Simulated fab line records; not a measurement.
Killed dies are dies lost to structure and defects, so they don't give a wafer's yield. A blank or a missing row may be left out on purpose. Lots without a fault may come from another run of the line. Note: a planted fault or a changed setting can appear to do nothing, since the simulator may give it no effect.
Matching of chambers :: flow nandHarc :: rieDiel-10 running NHARC_P_BONDPAD_ETCH_37: 4 sister chambers
The step etches the open film in N2/H2, target depth 60 nm, overetch 18 nm, time 65.91 s. 24 wafers are shown with their chamber, then 12 later ones without.

WAFERS WITH THEIR CHAMBER
wafer: L269.4
chamber: 3
showerheadPlenumPTorr (Torr): 2.20
drypumpMotorCurrentA (A): 5.88
rfVppV (V): 435.0

wafer: L269.5
chamber: 2
showerheadPlenumPTorr (Torr): 2.08
drypumpMotorCurrentA (A): 5.58
rfVppV (V): 431.9

wafer: L269.6
chamber: 1
showerheadPlenumPTorr (Torr): 2.07
drypumpMotorCurrentA (A): 5.41
rfVppV (V): 430.3

wafer: L268.1
chamber: 3
showerheadPlenumPTorr (Torr): 2.20
drypumpMotorCurrentA (A): 5.81
rfVppV (V): 434.8

wafer: L268.2
chamber: 2
showerheadPlenumPTorr (Torr): 2.08
drypumpMotorCurrentA (A): 5.59
rfVppV (V): 431.6

wafer: L268.6
chamber: 2
showerheadPlenumPTorr (Torr): 2.07
drypumpMotorCurrentA (A): 5.57
rfVppV (V): 432.1

wafer: L271.2
chamber: 0
showerheadPlenumPTorr (Torr): 2.08
drypumpMotorCurrentA (A): 5.67
rfVppV (V): 431.6

wafer: L271.4
chamber: 2
showerheadPlenumPTorr (Torr): 2.07
drypumpMotorCurrentA (A): 5.56
rfVppV (V): 430.7

wafer: L271.5
chamber: 2
showerheadPlenumPTorr (Torr): 2.07
drypumpMotorCurrentA (A): 5.56
rfVppV (V): 431.4

wafer: L270.1
chamber: 0
showerheadPlenumPTorr (Torr): 2.08
drypumpMotorCurrentA (A): 5.69
rfVppV (V): 431.3

wafer: L270.3
chamber: 2
showerheadPlenumPTorr (Torr): 2.07
drypumpMotorCurrentA (A): 5.57
rfVppV (V): 431.7

wafer: L270.5
chamber: 2
showerheadPlenumPTorr (Torr): 2.07
drypumpMotorCurrentA (A): 5.55
rfVppV (V): 431.8

wafer: L272.4
chamber: 2
showerheadPlenumPTorr (Torr): 2.07
drypumpMotorCurrentA (A): 5.57
rfVppV (V): 431.0

wafer: L272.5
chamber: 1
showerheadPlenumPTorr (Torr): 2.07
drypumpMotorCurrentA (A): 5.39
rfVppV (V): 430.9

wafer: L272.6
chamber: 0
showerheadPlenumPTorr (Torr): 2.08
drypumpMotorCurrentA (A): 5.69
rfVppV (V): 430.4

wafer: L273.4
chamber: 3
showerheadPlenumPTorr (Torr): 2.20
drypumpMotorCurrentA (A): 5.85
rfVppV (V): 433.4

wafer: L273.5
chamber: 1
showerheadPlenumPTorr (Torr): 2.07
drypumpMotorCurrentA (A): 5.41
rfVppV (V): 432.0

wafer: L273.6
chamber: 2
showerheadPlenumPTorr (Torr): 2.07
drypumpMotorCurrentA (A): 5.56
rfVppV (V): 431.1

wafer: L283.1
chamber: 2
showerheadPlenumPTorr (Torr): 2.07
drypumpMotorCurrentA (A): 5.55
rfVppV (V): 431.4

wafer: L283.5
chamber: 0
showerheadPlenumPTorr (Torr): 2.07
drypumpMotorCurrentA (A): 5.67
rfVppV (V): 431.7

wafer: L283.6
chamber: 1
showerheadPlenumPTorr (Torr): 2.07
drypumpMotorCurrentA (A): 5.41
rfVppV (V): 430.2

wafer: L284.1
chamber: 3
showerheadPlenumPTorr (Torr): 2.20
drypumpMotorCurrentA (A): 5.87
rfVppV (V): 433.6

wafer: L284.4
chamber: 2
showerheadPlenumPTorr (Torr): 2.07
drypumpMotorCurrentA (A): 5.57
rfVppV (V): 430.9

wafer: L284.5
chamber: 3
showerheadPlenumPTorr (Torr): 2.20
drypumpMotorCurrentA (A): 5.84
rfVppV (V): 436.1

SIGNATURES (means of the wafers above)
reading: showerheadPlenumPTorr
chamber 0: 2.0775
chamber 1: 2.0700
chamber 2: 2.0718
chamber 3: 2.2000
scatter within a chamber: 0.00345

reading: drypumpMotorCurrentA
chamber 0: 5.6800
chamber 1: 5.4050
chamber 2: 5.5664
chamber 3: 5.8500
scatter within a chamber: 0.0161

reading: rfVppV
chamber 0: 431.250
chamber 1: 430.850
chamber 2: 431.418
chamber 3: 434.580
scatter within a chamber: 0.707
Rule: a wafer's distance from a chamber is the root of the sum, over the readings, of the square of ((its reading less the chamber's mean) divided by the reading's scatter). The wafer belongs to the nearest chamber; if the next one is less than 2 further off, it can't be placed. How the scatter is found: for the shown wafers, subtract from each reading the mean of its chamber, square and add these, divide the total by (wafers less chambers), then take the root.

WAFERS WITH NO CHAMBER GIVEN
wafer: L286.2
showerheadPlenumPTorr (Torr): 2.07
drypumpMotorCurrentA (A): 5.40
rfVppV (V): 432.1

wafer: L286.3
showerheadPlenumPTorr (Torr): 2.07
drypumpMotorCurrentA (A): 5.68
rfVppV (V): 429.4

wafer: L286.6
showerheadPlenumPTorr (Torr): 2.07
drypumpMotorCurrentA (A): 5.57
rfVppV (V): 431.9

wafer: L287.2
showerheadPlenumPTorr (Torr): 2.20
drypumpMotorCurrentA (A): 5.85
rfVppV (V): 435.2

wafer: L287.4
showerheadPlenumPTorr (Torr): 2.07
drypumpMotorCurrentA (A): 5.58
rfVppV (V): 431.4

wafer: L287.5
showerheadPlenumPTorr (Torr): 2.20
drypumpMotorCurrentA (A): 5.88
rfVppV (V): 436.2

wafer: L288.1
showerheadPlenumPTorr (Torr): 2.07
drypumpMotorCurrentA (A): 5.43
rfVppV (V): 431.2

wafer: L288.4
showerheadPlenumPTorr (Torr): 2.20
drypumpMotorCurrentA (A): 5.82
rfVppV (V): 434.6

wafer: L288.5
showerheadPlenumPTorr (Torr): 2.07
drypumpMotorCurrentA (A): 5.67
rfVppV (V): 431.1

wafer: L290.1
showerheadPlenumPTorr (Torr): 2.07
drypumpMotorCurrentA (A): 5.68
rfVppV (V): 431.7

wafer: L290.2
showerheadPlenumPTorr (Torr): 2.07
drypumpMotorCurrentA (A): 5.56
rfVppV (V): 430.4

wafer: L290.3
showerheadPlenumPTorr (Torr): 2.20
drypumpMotorCurrentA (A): 5.85
rfVppV (V): 434.1

THE CHAMBER EACH PASSED THROUGH
wafer: L286.2
from the rows above: 1
in truth: 1

wafer: L286.3
from the rows above: 0
in truth: 0

wafer: L286.6
from the rows above: 2
in truth: 2

wafer: L287.2
from the rows above: 3
in truth: 3

wafer: L287.4
from the rows above: 2
in truth: 2

wafer: L287.5
from the rows above: 3
in truth: 3

wafer: L288.1
from the rows above: 1
in truth: 1

wafer: L288.4
from the rows above: 3
in truth: 3

wafer: L288.5
from the rows above: 0
in truth: 0

wafer: L290.1
from the rows above: 0
in truth: 0

wafer: L290.2
from the rows above: 2
in truth: 2

wafer: L290.3
from the rows above: 3
in truth: 3
12 of 12 placed correctly. Not placeable from these rows: 0. 0 placed wrongly.
